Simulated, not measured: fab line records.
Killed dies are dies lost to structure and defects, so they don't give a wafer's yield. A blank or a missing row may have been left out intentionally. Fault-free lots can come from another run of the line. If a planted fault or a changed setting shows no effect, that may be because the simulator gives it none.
Chamber matching | flow n5_finfet | N5_BEOL_M5_CO_CAP_78 on cvd_co-02: 3 sister chambers
The step material Co, precursor CCTBA/H2, target thk 2 nm, time 102.1 s. 6 wafers are shown with their chamber, then 12 later ones without.

== WAFERS PAIRED WITH THEIR CHAMBERS ==
wafer  | chamber | heater_power_w (W) | susceptor_temp_C (C)
L087.2 | 0       | 241                | 200.03
L087.5 | 0       | 241                | 199.63
L076.4 | 1       | 246                | 199.96
L089.2 | 2       | 222                | 199.93
L089.3 | 1       | 250                | 200.05
L089.5 | 2       | 224                | 200.01

== WAFERS WITHOUT THEIR CHAMBER ==
wafer  | heater_power_w (W) | susceptor_temp_C (C)
L091.2 | 242                | 200.01
L091.5 | 240                | 199.96
L091.6 | 230                | 200.25
L088.2 | 249                | 199.91
L088.3 | 223                | 199.96
L088.6 | 242                | 199.98
L094.1 | 244                | 199.95
L094.3 | 244                | 200.03
L094.4 | 229                | 199.65
L093.2 | 225                | 200.22
L093.4 | 224                | 199.94
L093.6 | 253                | 199.98

== EACH ONE'S CHAMBER ==
wafer  | from the rows above     | in truth
L091.2 | 0                       | 0
L091.5 | 0                       | 0
L091.6 | 2                       | 2
L088.2 | 1                       | 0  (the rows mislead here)
L088.3 | 2                       | 2
L088.6 | 0                       | 0
L094.1 | can't be placed: 0 or 1 | 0
L094.3 | can't be placed: 0 or 1 | 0
L094.4 | 2                       | 2
L093.2 | 2                       | 2
L093.4 | 2                       | 2
L093.6 | 1                       | 1
Correctly placed: 9 of 12. Cannot be placed on the basis of these rows: 2; the candidates contain the true chamber in 2. Placed wrongly: 1.
How it was worked out, from the rows above alone: a wafer's distance from a chamber is the root of the sum, over the readings, of the square of ((its reading less the chamber's mean) divided by the reading's scatter). If the next closest chamber is less than 2 further off than the closest, the wafer can't be placed; otherwise it belongs to the closest. Each chamber's mean is taken over the wafers shown for it. The scatter: the root of (the sum of the squares of (reading less its chamber's mean) over the shown wafers, divided by (wafers less chambers)).
